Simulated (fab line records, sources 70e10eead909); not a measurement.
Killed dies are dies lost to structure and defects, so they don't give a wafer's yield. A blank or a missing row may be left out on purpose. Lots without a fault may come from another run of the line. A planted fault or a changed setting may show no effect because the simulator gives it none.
Chamber matching | flow nand_harc | NHARC_A_CONTACT_ETCH_89 on rie_diel-01: 4 sister chambers
The step etches the open film in N2/H2, target depth 260 nm, time 475.3 s. 4 wafers are shown with their chamber, then 8 later ones without.

WAFERS WITH THEIR CHAMBER
wafer  | chamber | showerhead_plenum_p_Torr (Torr)
L470.2 | 1       | 1.96
L473.1 | 3       | 1.90
L473.6 | 2       | 1.91
L472.2 | 0       | 2.13

WAFERS WITHOUT THEIR CHAMBER
wafer  | showerhead_plenum_p_Torr (Torr)
L472.5 | 2.13
L472.6 | 1.90
L476.3 | 1.90
L476.5 | 1.95
L476.6 | 1.91
L481.3 | 1.95
L487.1 | 1.91
L487.2 | 2.12

WHICH CHAMBER EACH WENT THROUGH
wafer  | from the rows above     | in truth
L472.5 | 0                       | 0
L472.6 | can't be placed: 3 or 2 | 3
L476.3 | can't be placed: 3 or 2 | 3
L476.5 | 1                       | 1
L476.6 | can't be placed: 2 or 3 | 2
L481.3 | 1                       | 1
L487.1 | can't be placed: 2 or 3 | 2
L487.2 | 0                       | 0
Placed correctly: 4 of 8. Can't be placed from these rows: 4 (the true chamber is among the candidates in 4). Placed wrongly: 0.
How it was worked out, from the rows above alone: a wafer's distance from a chamber is the root of the sum, over the readings, of the square of ((its reading less the chamber's mean) divided by the reading's scatter). The wafer belongs to the nearest chamber; if the next one is less than 2 further off, it can't be placed. A chamber's mean is the mean of its shown wafers. The scatter: with one shown wafer a chamber, the root of the mean of the squares of how far each hidden wafer lies from its nearest shown one.
